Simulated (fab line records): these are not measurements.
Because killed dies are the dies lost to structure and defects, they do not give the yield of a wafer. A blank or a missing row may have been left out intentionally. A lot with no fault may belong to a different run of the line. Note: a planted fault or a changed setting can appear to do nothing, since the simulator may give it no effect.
Which of the tools did it? | flow nand_harc | Sampling: 11 lots, 33 wafers, 3 of 1159 route steps

## WHAT THE GAUGES READ, wafer by wafer
NHARC_P_M1_INSPECT_11.
lot  | measured     | on                | raw_defect_count
L238 | day 6 09:52  | defect_inspect-01 | 5 1 8
L239 | day 6 10:13  | defect_inspect-01 | 3 6 5
L241 | day 6 13:16  | defect_inspect-02 | 4 3 4
L240 | day 6 15:19  | defect_inspect-01 | 5 9 10
L243 | day 7 04:46  | defect_inspect-02 | 3 1 1
L247 | day 8 06:16  | defect_inspect-01 | 1 4 4
L253 | day 10 00:17 | defect_inspect-02 | 9 10 10
L254 | day 10 03:43 | defect_inspect-01 | 4 2 7
L255 | day 10 07:59 | defect_inspect-02 | 280 264 261
L258 | day 10 22:58 | defect_inspect-01 | 248 265 264
L260 | day 11 08:46 | defect_inspect-01 | 2 1 4

## WHICH TOOL RAN EACH LOT (tool, then ch and the chambers of the sampled wafers, then the start)
lot  | NHARC_P_M0_ETCH_34                 | NHARC_P_M1_DEP_00
L238 | rie_diel-12 ch 0,2,3, day 6 05:47  | pecvd-02 ch 0,1,2, day 6 08:58
L239 | rie_diel-02 ch 0,1,2, day 6 06:16  | pecvd-04 ch 0,1, day 6 09:21
L241 | rie_diel-11 ch 1,2,3, day 6 09:29  | pecvd-04 ch 0,1,2, day 6 12:25
L240 | rie_diel-02 ch 1,2,3, day 6 11:21  | pecvd-03 ch 0,1,2, day 6 14:21
L243 | rie_diel-02 ch 0,1,2, day 7 00:52  | pecvd-02 ch 0,1,2, day 7 03:50
L247 | rie_diel-11 ch 0,1,2, day 8 02:17  | pecvd-02 ch 0,1,2, day 8 05:25
L253 | rie_diel-12 ch 0,1,2, day 9 20:23  | pecvd-03 ch 1,2, day 9 23:23
L254 | rie_diel-02 ch 0,1, day 9 23:44    | pecvd-04 ch 0,2, day 10 02:53
L255 | rie_diel-12 ch 0,1,3, day 10 04:01 | pecvd-02 ch 0,1, day 10 07:01
L258 | rie_diel-02 ch 0,1, day 10 19:04   | pecvd-02 ch 0,1, day 10 22:01
L260 | rie_diel-11 ch 0,1,3, day 11 04:53 | pecvd-04 ch 0,1,2, day 11 07:49
- NHARC_P_M0_ETCH_34: etches the open film in N2/H2, target depth 40 nm, overetch 12 nm, time 43.94 s.
- NHARC_P_M1_DEP_00: deposits SiOC, target thk 182.5 nm.

## THE ANSWER, worked out from the rows above alone
Rule: the lots themselves supply what counts as usual. Put in order of their means at a reading, lots are off if they are a third of the lots or fewer, leave a main group of 4 or more, and stand apart from it by a gap of 3 or more times the standard deviation of the main group's means; of several such gaps the widest counts. Not used: any main group whose means are identical at the precision the tables above print for the reading. A lot without any number at a reading at which 4 lots or more have one is off too. The other lots that the step has rows for count as sound.
Off at NHARC_P_M1_INSPECT_11 (raw_defect_count): L255, L258. The main group has a mean of 4.7 with a standard deviation of 2.5.
If a tool, at a process step before that reading, ran all the lots that are off and no sound lot after the first of them, it fits. The gauges at NHARC_P_M1_INSPECT_11 are tried like those tools. One fits: NHARC_P_M1_DEP_00 on pecvd-02. Its last sound lot is L247 (day 8 05:25), its first lot that is off L255 (day 10 07:01): a fault that began between those two fits.

## WHAT HAD BEEN PUT IN BY THE SIMULATOR
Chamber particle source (pecvd-02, NHARC_P_M1_DEP_00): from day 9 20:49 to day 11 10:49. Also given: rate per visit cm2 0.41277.
Lots struck among those shown: L255, L258. The rule above reached the same finding.
